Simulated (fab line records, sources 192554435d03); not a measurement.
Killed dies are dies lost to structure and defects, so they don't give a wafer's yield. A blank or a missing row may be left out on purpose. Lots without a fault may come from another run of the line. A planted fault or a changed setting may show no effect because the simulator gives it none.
Split-lot experiment | flow n5_finfet | 7 lots, 39 wafers read, on a route of 1938 steps

THE SPLIT
At N5_ZERO_LAYER_DEVELOP_10 (develop time 60 s), the setting develop_time_s was moved away from the recipe's 60 s on 12 of the 39 wafers read, by -58.9% to +41.0%. The other wafers ran this setting at the recipe's value.

FROM THE SPLIT TO THE READING: what the file shows between them, 1 step
- N5_ZERO_LAYER_HARDBAKE_23: time 120 s

THE READING
cd_nm, in nm, at N5_ZERO_LAYER_CD_MEAS_11 (target cd 2000 nm). Fault-free wafers of this fab line usually give 1999.6 nm, standard deviation 1.9 nm.

wafer  | tool, chamber at the split | develop_time_s as run, s | against the recipe | cd_nm, nm | against lot-mates on the recipe
L074.1 | litho_track-03, 0          | 60                       | recipe             | 1998.3    | -
L074.2 | litho_track-03, 0          | 84.58                    | +41.0%             | 2004.7    | +6.6
L074.3 | litho_track-03, 0          | 60                       | recipe             | 1997.7    | -
L074.4 | litho_track-03, 0          | 84.58                    | +41.0%             | 2004.2    | +6.1
L074.5 | litho_track-03, 0          | 60                       | recipe             | 1998.2    | -
L074.6 | litho_track-03, 0          | 84.58                    | +41.0%             | 2008.6    | +10.5
L075.2 | litho_track-04, 0          | 60                       | recipe             | 2000.4    | -
L075.3 | litho_track-04, 0          | 60                       | recipe             | 1999.7    | -
L075.6 | litho_track-04, 0          | 60                       | recipe             | 1997.9    | -
L078.1 | litho_track-04, 0          | 60                       | recipe             | 2000.1    | -
L078.2 | litho_track-04, 0          | 60                       | recipe             | 1998.7    | -
L078.3 | litho_track-04, 0          | 60                       | recipe             | 2001.2    | -
L078.4 | litho_track-04, 0          | 60                       | recipe             | 1999.4    | -
L078.5 | litho_track-04, 0          | 60                       | recipe             | 2000.8    | -
L078.6 | litho_track-04, 0          | 60                       | recipe             | 1999.2    | -
L079.1 | litho_track-04, 0          | 60                       | recipe             | 1998.8    | -
L079.2 | litho_track-04, 0          | 60                       | recipe             | 1997.8    | -
L079.3 | litho_track-04, 0          | 60                       | recipe             | 1998.1    | -
L079.4 | litho_track-04, 0          | 60                       | recipe             | 1999.7    | -
L079.5 | litho_track-04, 0          | 60                       | recipe             | 2000.2    | -
L079.6 | litho_track-04, 0          | 60                       | recipe             | 2001.7    | -
L083.1 | litho_track-03, 0          | 60                       | recipe             | 2000.5    | -
L083.2 | litho_track-03, 0          | 78.56                    | +30.9%             | 2006.1    | +3.9
L083.3 | litho_track-03, 0          | 78.56                    | +30.9%             | 2005.3    | +3.1
L083.4 | litho_track-03, 0          | 60                       | recipe             | 2001.4    | -
L083.5 | litho_track-03, 0          | 78.56                    | +30.9%             | 2004.6    | +2.4
L083.6 | litho_track-03, 0          | 60                       | recipe             | 2004.6    | -
L092.1 | litho_track-04, 0          | 60                       | recipe             | 1999.2    | -
L092.2 | litho_track-04, 0          | 24.69                    | -58.9%             | 1981.1    | -19.1
L092.3 | litho_track-04, 0          | 60                       | recipe             | 2001.2    | -
L092.4 | litho_track-04, 0          | 60                       | recipe             | 2000.1    | -
L092.5 | litho_track-04, 0          | 24.69                    | -58.9%             | 1982.2    | -18.0
L092.6 | litho_track-04, 0          | 24.69                    | -58.9%             | 1980.0    | -20.2
L097.1 | litho_track-03, 0          | 60                       | recipe             | 2001.7    | -
L097.2 | litho_track-03, 0          | 60                       | recipe             | 1999.2    | -
L097.3 | litho_track-03, 0          | 32.77                    | -45.4%             | 1985.7    | -14.9
L097.4 | litho_track-03, 0          | 60                       | recipe             | 2000.8    | -
L097.5 | litho_track-03, 0          | 32.77                    | -45.4%             | 1983.5    | -17.1
L097.6 | litho_track-03, 0          | 32.77                    | -45.4%             | 1985.4    | -15.2

THE FIT
A straight line over all 39 wafers: cd_nm changes by +0.265 nm for each +1% of develop_time_s; r = +0.95; the points scatter about the line by 2.3 nm.
The same after taking each lot's own level away (the mean of its wafers on the recipe; 39 wafers): +0.271 nm for each +1%; r = +0.95; scatter 2.2 nm.
On that fit, the largest move of develop_time_s shifts the reading by 16 nm.
The lots' own levels span 1998.07 to 2002.17 nm, that is 2.2 times the standard deviation above.
So the lot-to-lot level changes the slope little: the two slopes agree.
Check: with one of the wafers moved furthest among these (-58.9%) left out of the fit, the line predicts -16.8 nm for it against its lot-mates. It came out at -19.1 nm against them.

THE WHOLE CHAIN: every reading that the file lists as answering this split, in the file's order
step                     | what it does             | reading                                                           | change (the file's fit)               | r (the file's)
N5_ZERO_LAYER_CD_MEAS_11 | target cd 2000 nm        | cd_nm                                                             | +0.276 nm for each +1% of the setting | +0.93
N5_ZERO_LAYER_DESCUM_16  | chemistry O2, time 7.9 s | ZERO_LAYER.cd_nm (the simulator's own value, which no gauge read) | +0.277 nm for each +1% of the setting | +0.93

THE FILE'S OWN FIT
cd_nm changes by +0.276 nm for each +1% of develop_time_s, r = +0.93.
